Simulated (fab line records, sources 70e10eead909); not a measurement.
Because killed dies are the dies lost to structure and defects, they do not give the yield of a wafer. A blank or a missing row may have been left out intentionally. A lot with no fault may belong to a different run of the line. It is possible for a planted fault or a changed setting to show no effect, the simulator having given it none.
fab line records | flow nand-harc
record lots=7 | wafers=17 | last-day=24
route steps=1159 shown A_CHANNEL_FILL_D1@501 END@1159
lots that met no fault: from a run of the same line without faults
start-h: hours from the record's first day to the start of the lot's first wafer shown | wait-h: how many hours have passed since the lot's step before this one | " the same as in the row above | L1.1+2: a row that stands for several wafers | - no value, or no start given | * or withheld: withheld | < > ~ a bound
route shown NAME@n: NAME is a module with steps in the file, n the number in the route of the first one | usual: mean/standard deviation taken from wafers without a fault | same: alike in all rows | chamber/n: place in a boat | sites: per-site readings | _std_site: the values' standard deviation | _edge_site: outer sites' mean less inner sites' | radius-mm: for every site, how far away it sits from the centre of the wafer | mask NAME#n: copy n | behind: tool/chamber where the wafer was last shaped | hold: reason for holding the lot/hours on hold/outcome of the hold | device: whichever transistor did not switch (one of n, p or np) | end of line: the same wafers' tests at the end of the route | a step given without rows: its recipe and nothing more | killed: count of dies lost to structure and defects at first sort (not the wafer's yield) | map: a wafer's dies, marking killed ones x, the rest . and places with no die _
set.NAME: the setting as run; set.NAME@STEP: as run at that earlier step | model.NAME: the simulator's own value behind a step, which no gauge read
lots at selected steps of the route; one table per step, one row per wafer
services: from which hour (start-h, from the record's first day; less than 0 if before it) a tool's chamber was out of use, for how many hours, and why
## steps
# step NHARC_A_CHANNEL_FILL_D1_STRIP_28
# recipe time-s=20 | o2-flow-sccm=500 | ar-flow-sccm=0 | bias-w=0 | chemistry=O2
# usual drypump-motor-current-A=5.56/0.28 | oes-product-au=1.002/0.0099 | rf-vpp-V=57.7/0.87 | showerhead-plenum-p-Torr=3.49/0.13 | throttle-valve-pct=17.036/0.009
lot.wafer | tool        | chamber | start-h | wait-h | drypump-motor-current-A | oes-product-au | rf-hours-counter-h | rf-vpp-V | showerhead-plenum-p-Torr | throttle-valve-pct
L367.1    | rie-diel-10 | 2       | 210.85  | 0.1    | 5.30                    | 1.016          | 0                  | 57.8     | 3.75                     | 17.032
L367.2    | "           | 3       | "       | "      | 5.97                    | 1.009          | 0                  | 57.1     | 3.57                     | 17.043
L367.3    | "           | 1       | "       | "      | 5.58                    | 1.002          | 0                  | 58.0     | 3.41                     | 17.026
L373.3    | rie-diel-10 | 0       | 246.19  | 0.1    | 5.24                    | 1.007          | 2                  | 57.1     | 3.35                     | 17.040
L374.6    | rie-diel-13 | 1       | 258.52  | 0.1    | 5.12                    | 0.987          | -                  | 56.6     | 3.38                     | 17.028
L375.2    | rie-diel-10 | 0       | 259.00  | 0.5    | 5.24                    | 0.999          | 2                  | 58.5     | 3.35                     | 17.040
L375.3    | "           | 2       | "       | "      | 5.30                    | 1.001          | 2                  | 58.8     | 3.75                     | 17.038
L375.5    | "           | 0       | "       | "      | 5.25                    | 1.009          | -                  | 57.9     | 3.35                     | 17.047
L380.3    | rie-diel-13 | 1       | 288.87  | 0.1    | 5.13                    | 0.991          | 0                  | 56.9     | 3.38                     | 17.049
L380.2    | "           | 2       | "       | "      | 5.68                    | 1.013          | 0                  | 58.9     | 3.48                     | 17.043
L380.1    | "           | 0       | "       | "      | 5.64                    | 1.001          | 0                  | 58.9     | 3.54                     | 17.027
L379.3    | rie-diel-10 | 1       | 306.46  | 0.1    | 5.53                    | 0.996          | 2                  | 58.8     | 3.41                     | 17.043
L379.6    | "           | 1       | "       | "      | 5.54                    | 0.996          | -                  | 56.9     | 3.41                     | 17.036
L379.5    | "           | 2       | "       | "      | 5.34                    | 1.005          | -                  | 57.5     | 3.75                     | 17.042
L388.3    | rie-diel-10 | 2       | 346.64  | 0.1    | 5.29                    | 1.004          | 4                  | 59.4     | 3.75                     | 17.039
L388.5    | "           | 1       | "       | "      | 5.54                    | 0.999          | -                  | 57.7     | 3.41                     | 17.026
L388.6    | "           | 2       | "       | "      | 5.34                    | 0.997          | -                  | 58.2     | 3.75                     | 17.039
# step NHARC_A_CHANNEL_FILL_D1_PRECLEAN_21
# recipe time-s=30 | chemistry=dHF
# step NHARC_A_CHANNEL_FILL_D1_SRD_23
# step NHARC_A_CHANNEL_FILL_D1_CVD_05
# recipe target-thk-a=50 | temp-c=550 | material=poly-Si
# step NHARC_A_CHANNEL_FILL_D1_ANNEAL_22
# recipe temp-c=620 | time-s=7200
# step NHARC_A_CHANNEL_FILL_D1_ALD_25
# recipe target-thk-a=600 | pulse-time-s=10 | ald-cycles=600 | temp-c=300 | material=SiOx
# usual heater-power-w=487/51 | precursor-pulse-height-rel=0.998/0.018
lot.wafer | tool      | chamber | start-h | wait-h | heater-power-w | precursor-pulse-height-rel
L367.1    | ald-hk-02 | 1       | 223.28  | 0.7    | 491            | 0.981
L367.2    | "         | 2       | "       | "      | 502            | 1.005
L367.3    | "         | 3       | "       | "      | 452            | 0.984
L373.3    | ald-hk-02 | 0       | 257.72  | 0.0    | 543            | 0.992
L375.2    | ald-hk-02 | 3       | 270.01  | 0.1    | 463            | 0.985
L375.3    | "         | 0       | "       | "      | 528            | 1.009
L375.5    | "         | 3       | 272.48  | 2.5    | 451            | 1.007
L374.6    | ald-hk-04 | 0       | 272.50  | 2.5    | 587            | 1.003
L380.3    | ald-hk-02 | 1       | 300.90  | 0.7    | 504            | 1.005
L380.1    | "         | 2       | "       | "      | 497            | 1.015
L380.2    | "         | 3       | "       | "      | 442            | 1.046
L379.3    | ald-hk-02 | 1       | 319.58  | 4.2    | 497            | 0.997
L379.5    | "         | 2       | "       | "      | 508            | 0.999
L379.6    | "         | 3       | "       | "      | 458            | 0.986
L388.3    | ald-hk-02 | 2       | 358.31  | 0.0    | 491            | 1.026
L388.6    | "         | 2       | 360.82  | 2.6    | 506            | 1.007
L388.5    | "         | 3       | "       | "      | 448            | 1.011
# step NHARC_A_CHANNEL_FILL_D1_ETCHBACK_08
# recipe target-depth-a=2200 | time-s=110 | c4f8-flow-sccm=20 | ar-flow-sccm=withheld | rf-w=600 | bias-w=300 | chemistry=C4F8
# usual oes-product-au=0.96/0.037 | rf-vpp-V=440.5/2.7
lot.wafer | tool        | chamber | start-h | wait-h | oes-product-au | rf-hours-counter-h | rf-vpp-V
L367.2    | rie-diel-13 | 1       | -       | -      | 0.92           | 4.2                | 436.0
L367.3    | "           | 3       | "       | "      | 0.92           | 4.2                | 441.3
L367.1    | "           | 0       | "       | "      | 0.94           | 4.2                | 441.2
L373.3    | rie-diel-13 | 3       | -       | -      | 0.92           | 5.5                | 442.3
L375.3    | rie-diel-10 | 0       | -       | -      | 0.93           | 2.1                | 436.4
L375.2    | "           | 3       | "       | "      | 0.94           | 2.1                | 441.4
L375.5    | "           | 1       | "       | "      | 0.92           | -                  | 437.4
L374.6    | rie-diel-09 | 2       | -       | -      | 0.99           | -                  | 436.7
L380.1    | rie-diel-10 | 3       | -       | -      | 0.95           | 2.7                | 442.0
L380.2    | "           | 0       | "       | "      | 0.92           | 2.7                | 438.5
L380.3    | "           | 1       | "       | "      | 0.92           | 2.4                | 439.1
L379.3    | rie-diel-09 | 1       | -       | -      | 1.00           | 10.6               | 436.0
L379.5    | "           | 0       | "       | "      | 1.00           | -                  | 437.8
L379.6    | "           | 1       | "       | "      | 1.00           | -                  | 438.5
L388.3    | rie-diel-13 | 1       | -       | -      | 0.99           | 3.4                | 436.3
L388.5    | "           | 1       | "       | "      | 0.98           | -                  | 438.3
L388.6    | "           | 2       | "       | "      | 0.99           | -                  | 440.8
# step NHARC_A_CHANNEL_FILL_D1_STRIP_29
# recipe time-s=20 | o2-flow-sccm=500 | ar-flow-sccm=0 | bias-w=0 | chemistry=O2
# usual drypump-motor-current-A=5.55/0.29 | oes-product-au=1.002/0.011 | rf-vpp-V=57.7/0.87 | showerhead-plenum-p-Torr=3.50/0.13 | throttle-valve-pct=17.037/0.008
lot.wafer | tool        | chamber | start-h | wait-h | drypump-motor-current-A | oes-product-au | rf-hours-counter-h | rf-vpp-V | showerhead-plenum-p-Torr | throttle-valve-pct
L367.1    | rie-diel-13 | 0       | -       | -      | 5.62                    | 1.008          | 4.2                | 57.0     | 3.54                     | 17.035
L367.2    | "           | 1       | "       | "      | 5.15                    | 0.987          | 4.2                | 56.4     | 3.38                     | 17.023
L367.3    | "           | 2       | "       | "      | 5.70                    | 1.003          | 4.3                | 58.4     | 3.48                     | 17.045
L373.3    | rie-diel-13 | 3       | -       | -      | 5.77                    | 0.988          | 5.5                | 57.6     | 3.59                     | 17.034
L375.2    | rie-diel-10 | 0       | -       | -      | 5.18                    | 1.006          | 2.2                | 57.9     | 3.35                     | 17.040
L375.3    | "           | 3       | "       | "      | 5.96                    | 1.019          | 2.1                | 57.8     | 3.57                     | 17.032
L375.5    | "           | 1       | "       | "      | 5.56                    | 0.988          | -                  | 57.0     | 3.41                     | 17.037
L374.6    | rie-diel-09 | 3       | -       | -      | 6.11                    | 1.009          | -                  | 57.9     | 3.59                     | 17.027
L380.2    | rie-diel-10 | 3       | -       | -      | 5.96                    | 1.008          | 2.7                | 58.1     | 3.57                     | 17.033
L380.3    | "           | 0       | "       | "      | 5.21                    | 0.999          | 2.7                | 57.6     | 3.35                     | 17.050
L380.1    | "           | 1       | "       | "      | 5.59                    | 0.979          | 2.4                | 56.4     | 3.41                     | 17.034
L379.3    | rie-diel-09 | 0       | -       | -      | 5.77                    | 1.006          | 11.8               | 57.8     | 3.36                     | 17.032
L379.5    | "           | 2       | "       | "      | 6.02                    | 0.989          | -                  | 56.5     | 3.28                     | 17.038
L379.6    | "           | 3       | "       | "      | 6.13                    | 1.014          | -                  | 58.1     | 3.58                     | 17.025
L388.3    | rie-diel-13 | 1       | -       | -      | 5.15                    | 0.992          | 3.4                | 57.1     | 3.38                     | 17.043
L388.5    | "           | 1       | "       | "      | 5.14                    | 0.997          | -                  | 56.0     | 3.38                     | 17.046
L388.6    | "           | 2       | "       | "      | 5.69                    | 1.014          | -                  | 58.4     | 3.48                     | 17.046
# step NHARC_A_CHANNEL_FILL_D1_PRECLEAN_30
# recipe time-s=30 | chemistry=dHF
# step NHARC_A_CHANNEL_FILL_D1_SRD_31
# step NHARC_A_CHANNEL_FILL_D1_CVD_09
# recipe target-thk-a=1500 | temp-c=620 | pressure-mtorr=200 | time-s=3000 | material=poly-Si
# step NHARC_A_CHANNEL_FILL_D1_CMP_10
# recipe target-thk-nm=150
# usual motor-current-A=11.9/0.81 | time-to-endpoint-s=14.7/1.8
lot.wafer | tool   | chamber | start-h | wait-h | motor-current-A | time-to-endpoint-s
L367.2    | cmp-04 | 0       | 234.10  | 0.4    | 11.5            | 16.0
L367.3    | "      | 1       | "       | "      | 11.4            | 14.4
L367.1    | "      | 3       | "       | "      | 11.8            | 15.0
L373.3    | cmp-04 | 1       | 269.12  | 0.5    | 10.8            | 14.9
L375.2    | cmp-04 | 1       | 281.24  | 0.4    | 11.7            | 15.8
L375.3    | "      | 3       | "       | "      | 12.1            | 13.8
L375.5    | "      | 1       | "       | "      | 10.8            | 17.2
L374.6    | cmp-04 | 1       | 281.52  | 0.7    | 11.1            | 18.3
L380.2    | cmp-03 | 0       | 311.70  | 0.4    | 12.3            | 14.1
L380.3    | "      | 1       | "       | "      | 12.9            | 11.0
L380.1    | "      | 2       | "       | "      | 11.1            | 13.0
L379.3    | cmp-03 | 0       | 327.02  | 0.5    | 12.5            | 14.3
L379.5    | "      | 2       | "       | "      | 11.3            | 13.8
L379.6    | "      | 3       | "       | "      | 11.3            | 14.1
L388.3    | cmp-01 | 3       | 370.11  | 0.4    | 11.9            | 11.3
L388.6    | "      | 0       | "       | "      | 12.2            | 13.4
L388.5    | "      | 1       | "       | "      | 13.7            | 12.2
# step NHARC_A_CHANNEL_FILL_D1_SRD_12
# step NHARC_A_CHANNEL_FILL_D1_RTA_24
# recipe temp-c=1000 | time-s=5
# usual lamp-power-pct=33.8/0.84 | lamp_zone_2_pct=33.8/0.84 | wafer_temp_C_max=1004.2/0.94
lot.wafer | tool          | chamber | start-h | wait-h | lamp-power-pct | lamp_zone_2_pct | wafer_temp_C_max
L367.1    | rtp-anneal-02 | 0       | 234.69  | 0.2    | 34.7           | 34.7            | 1003.5
L367.2    | "             | 0       | "       | "      | 34.7           | 34.7            | 1004.7
L367.3    | "             | 0       | "       | "      | 34.8           | 34.7            | 1006.1
L373.3    | rtp-anneal-02 | 0       | 269.52  | 0.1    | 34.7           | 34.7            | 1003.8
L375.2    | rtp-anneal-02 | 0       | 281.71  | 0.1    | 34.7           | 34.7            | 1006.2
L375.3    | "             | 0       | "       | "      | 34.7           | 34.7            | 1005.9
L375.5    | "             | 0       | "       | "      | 34.7           | 34.7            | 1004.1
L374.6    | rtp-anneal-01 | 0       | 281.96  | 0.2    | 33.0           | 33.0            | 1002.9
L380.1    | rtp-anneal-01 | 0       | 312.11  | 0.0    | 33.0           | 33.1            | 1003.6
L380.2    | "             | 0       | "       | "      | 33.0           | 33.1            | 1004.0
L380.3    | "             | 0       | "       | "      | 33.0           | 33.0            | 1004.4
L379.3    | rtp-anneal-02 | 0       | 327.51  | 0.2    | 34.7           | 34.7            | 1004.1
L379.5    | "             | 0       | "       | "      | 34.6           | 34.7            | 1004.8
L379.6    | "             | 0       | "       | "      | 34.7           | 34.7            | 1005.4
L388.3    | rtp-anneal-02 | 0       | 370.51  | 0.1    | 34.8           | 34.7            | 1003.7
L388.5    | "             | 0       | "       | "      | 34.7           | 34.7            | 1003.6
L388.6    | "             | 0       | "       | "      | 34.7           | 34.7            | 1002.8
# step NHARC_A_CHANNEL_FILL_D1_INSPECT_13
# usual raw-defect-count=344/160
lot.wafer | tool              | chamber | start-h | wait-h | hold                     | raw-defect-count
L367.1    | defect-inspect-02 | -       | 234.89  | 0.2    | -                        | 386
L367.2    | "                 | -       | "       | "      | -                        | 264
L367.3    | "                 | -       | "       | "      | -                        | 385
L373.3    | defect-inspect-01 | -       | 269.66  | 0.1    | await-dispo/0.2h/release | 1197
L373.3    | defect-inspect-01 | -       | 269.83  | 0.2    | -                        | 1200
L375.2    | defect-inspect-01 | -       | 282.02  | 0.3    | await-dispo/0.2h/release | 1150
L375.3    | "                 | -       | "       | "      | await-dispo/0.2h/release | 402
L375.5    | "                 | -       | "       | "      | await-dispo/0.2h/release | 1641
L375.2    | defect-inspect-01 | -       | 282.19  | 0.2    | -                        | 1134
L375.3    | "                 | -       | "       | "      | -                        | 403
L375.5    | "                 | -       | "       | "      | -                        | 1630
L374.6    | defect-inspect-02 | -       | 282.02  | 0.0    | await-dispo/0.2h/release | 1214
L374.6    | defect-inspect-02 | -       | 282.19  | 0.2    | -                        | 1258
L380.1    | defect-inspect-01 | -       | 312.31  | 0.2    | -                        | 270
L380.2    | "                 | -       | "       | "      | -                        | 329
L380.3    | "                 | -       | "       | "      | -                        | 220
L379.3    | defect-inspect-01 | -       | 327.65  | 0.1    | -                        | 306
L379.5    | "                 | -       | "       | "      | -                        | 587
L379.6    | "                 | -       | "       | "      | -                        | 425
L388.3    | defect-inspect-01 | -       | 370.66  | 0.1    | -                        | 201
L388.5    | "                 | -       | "       | "      | -                        | 316
L388.6    | "                 | -       | "       | "      | -                        | 294
# step NHARC_END_SORT_01
# recipe temp-c=25
# usual killed-at-array=28/11 | killed-at-other=0.5/0.85 | killed-at-periphery=2.7/1.9 | killed-dies=32/12 | killed-open=3.3/1.6 | killed-short=2.1/1.5
# same gross-dies=677
lot.wafer | tool      | chamber | start-h | wait-h | killed-at-array | killed-at-other | killed-at-periphery | killed-dies | killed-open | killed-short
L375.2    | prober-02 | 0       | 494.06  | 2.8    | 493             | 1               | 0                   | 494         | 3           | 2
L375.5    | prober-02 | 0       | 496.47  | 3.7    | 478             | 0               | 2                   | 480         | 2           | 2
L374.6    | prober-01 | 0       | 502.45  | 4.0    | 503             | 1               | 1                   | 505         | 1           | 1
L373.3    | prober-02 | 0       | 513.77  | 3.1    | 515             | 2               | 2                   | 519         | 4           | 1
# killed by level:class
L375.2 A_CHANNEL_FILL_D1:unspecified=478 A_CONTACT:chamber-film-flake=4 A_CHANNEL_HOLE_D1:chamber-film-flake=3 A_SOURCE_PLATE:geometric-particle:short=2 A_STAIRCASE:chamber-film-flake=2 A_SGD_CUT:geometric-particle:open=1 A_WL_FILL:geometric-particle:open=1 A_CONTACT:geometric-particle:open=1
L375.5 A_CHANNEL_FILL_D1:unspecified=469 A_CONTACT:chamber-film-flake=3 A_BONDPAD:chamber-film-flake=2 P_GATE:geometric-particle:short=1 P_CONTACT:geometric-particle:open=1 A_SOURCE_PLATE:geometric-particle:open=1 A_WL_FILL:geometric-particle:short=1 A_CHANNEL_HOLE_D1:chamber-film-flake=1
L374.6 A_CHANNEL_FILL_D1:unspecified=485 A_SLIT:chamber-film-flake=8 A_CHANNEL_HOLE_D1:chamber-film-flake=5 A_CHANNEL_HOLE_D1:geometric-particle:short=1 A_M0:geometric-particle:open=1 P_STI:chamber-film-flake=1 THIN_TSV:chamber-film-flake=1 A_STAIRCASE:chamber-film-flake=1
L373.3 A_CHANNEL_FILL_D1:unspecified=507 A_CHANNEL_HOLE_D1:chamber-film-flake=5 THIN_TSV:chamber-film-flake=2 P_GATE:geometric-particle:open=1 P_CONTACT:geometric-particle:open=1 A_SGD_CUT:geometric-particle:short=1 A_WL_FILL:geometric-particle:open=1 A_CONTACT:geometric-particle:open=1
# map L373.3 (x killed, . not)
____________x____________
_________x.xxxxx_________
_______xxxxxxx.xxx_______
______xx.xxxxx.xxxx______
_____xxxxx.xxxxx.xxx_____
____.xxx.xxxxxxxxx.xx____
____x.xxxxxx..xxx..xx____
___xxx.xxxxxxxxx.xxxxx___
___xx.xxx.xxxxx.xxxxxx___
__xxxxxxxxxxxxxxxxxxx.x__
__x.xx..xxxxxxxxxxxxx.x__
_xx.xx.x.xxxxx..x.xxx..x_
_xxxx.xxxx..xxxxxxx.xx.x_
_x.x.x.xxxx..x.x.x.x.xx._
_x.x.xxxxxxxxxxx.xx.x.xx_
_xxxxxx.xx.xxxxx.x.xxxx._
.xxxxxxxx..x.xxxxx.xxxx.x
.x.xxxxx.xx.xxx.xxxxxxx.x
.xx.xxxxx.xxx.xx.xxxxxxxx
xxxx.xx..x.xxxxxxx.xxxxx.
xxxx.xxxxxx...xx.x.x..xx.
_xxx.xxxxxxxx....x..x..._
_xxxxx...xxxx.xxxxxxxxx._
_.xxxxxxxxx.x..x.xx..x.x_
_xx..xx.xx..xx.xxxxxxxx._
_xxx.xxx..xx.xx.xx.xxxxx_
__.xxxxxxxxxxxxx.xxxxxx__
__x.xx.xxxxxxxxxxxxx.xx__
___xxxxxxxxxxx.x..xxxx___
___x.xxxxxx....xxx.xxx___
____xxxxxxxx...xxxxxx____
____x..xxx..xxxxxxxxx____
_____.xxx.xx.xxxx.xx_____
______xxxxxxxxxxxxx______
_______..x.xxxxx.x_______
_________...xx.x_________
____________x____________
# map L374.6 (x killed, . not)
____________x____________
_________xxxxxxx_________
_______xxxxxxxxxxx_______
______xxxxxx.xxx.xx______
_____xxxxxxxxxxx...._____
____x.x.xxxxx.xxxxxxx____
____xxxxx.xx..xxxxxxx____
___x.xxxxx.xxx.x.xxx.x___
___xx.x..xx.x.xxxxxx.x___
__.x.x.xx.xxxx....x..xx__
__.xxxxxxxx.xx.xxx.xxxx__
_..x.x.x...x.x..xxx.xx.x_
_..xxxx.xxx.xxxx.xxxx.xx_
_xxxxxx.xxxxx.xxx.xxxxxx_
_xx.xxxxx.xxxxxxx..xxx.x_
_.xxx.xx.xx.x...xxxx.xx._
xxxx..x..x.xxx.x.xxxx..xx
x.xxxx.xxxxxxxx.xx.xxxxxx
xxxxxxxxxx.x..xxxxxx.xxxx
x.xxxxxx.xxxxx.xxxxxxxxxx
x.xxxxxx.xxxxx....xxxxxxx
_xxxxx..xxx.xxx.xxxxxxxx_
_xxxxxxxxxxx.xxx.xx.xxx._
_xxxxxxxx..x.xxx.x..xxxx_
_xxxxxxx.xxxx....x.xx.xx_
_xx.xxxxxxx.xxxxxx.xxx.._
__.xxxxxxxxxxxx.xxxxxxx__
__x.x.x..xxxxxxxxxx.xxx__
___.x..xxx..xx.....xx.___
___xx..xxx.xxx.x.x.xxx___
____x.xxx.xxx.xxx.x.x____
____xxxx.x.xx.xxx.xxx____
_____xxxx.x.xxx.xxx._____
______xxxx..xxxxxxx______
_______.x.x.x..xxx_______
_________.x.x.x._________
____________x____________
## services
tool          | chamber | start-h | hours | kind
ald-hk-04     | -       | 189.57  | 10.0  | pm
rie-diel-10   | 2       | 194.80  | 4.1   | repair
cmp-03        | -       | 197.25  | 0.2   | repair
cmp-04        | -       | 202.10  | 0.7   | repair
cmp-04        | -       | 203.07  | 4.0   | pm
rie-diel-09   | -       | 207.42  | 1.3   | repair
cmp-01        | -       | 213.80  | 3.7   | repair
cmp-01        | -       | 221.60  | 2.5   | repair
cmp-04        | -       | 243.15  | 0.5   | repair
cmp-03        | -       | 245.07  | 38.1  | repair
rie-diel-09   | 0       | 247.57  | 4.4   | repair
rie-diel-09   | -       | 254.40  | 9.0   | pm
rie-diel-13   | -       | 276.00  | 9.0   | pm
cmp-01        | -       | 277.83  | 4.0   | pm
ald-hk-02     | -       | 281.52  | 10.0  | pm
rtp-anneal-02 | -       | 300.00  | 12.0  | pm
cmp-04        | -       | 301.07  | 4.0   | pm
cmp-04        | -       | 311.77  | 0.7   | repair
cmp-01        | -       | 320.99  | 1.7   | repair
rie-diel-13   | 0       | 349.91  | 9.2   | repair
rie-diel-09   | 2       | 350.26  | 6.1   | repair
rie-diel-10   | -       | 353.50  | 9.0   | pm
cmp-01        | -       | 368.70  | 0.5   | repair
rie-diel-13   | 1       | 369.07  | 13.9  | repair
## key
first-sign step=NHARC_A_CHANNEL_FILL_D1_INSPECT_13 | reading=visit | direction=added
effect step=NHARC_A_CHANNEL_FILL_D1_INSPECT_13 | reading=raw-defect-count | direction=up | sigmas=6.1 | usual=344 | struck=1300
effect step=NHARC_END_SORT_01 | reading=killed-at-array | direction=up | sigmas=41 | usual=28 | struck=497
more-kills-born-at NHARC_A_CHANNEL_FILL_D1_CMP_10@cmp-04=1939
met-at NHARC_A_CHANNEL_FILL_D1_CMP_10
struck-wafers L373.3,L374.6,L375.2,L375.5
tester-left-out L373,L374,L375
onset-between 234.10 269.12
fault kind=chamber-particle-source | tool=cmp-04 | chamber=1 | onset-h=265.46 | steps=NHARC_A_CHANNEL_FILL_D1_CMP_10 | rate-per-visit-cm2=1.4163 | end-h=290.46
# tester-left-out: of these lots the tester's yield and bins aren't shown, on N5 and GAA mostly nor the transistor test; their killed dies are dies lost to structure and defects alone, not to doping, threshold or leakage, so they don't give the yield
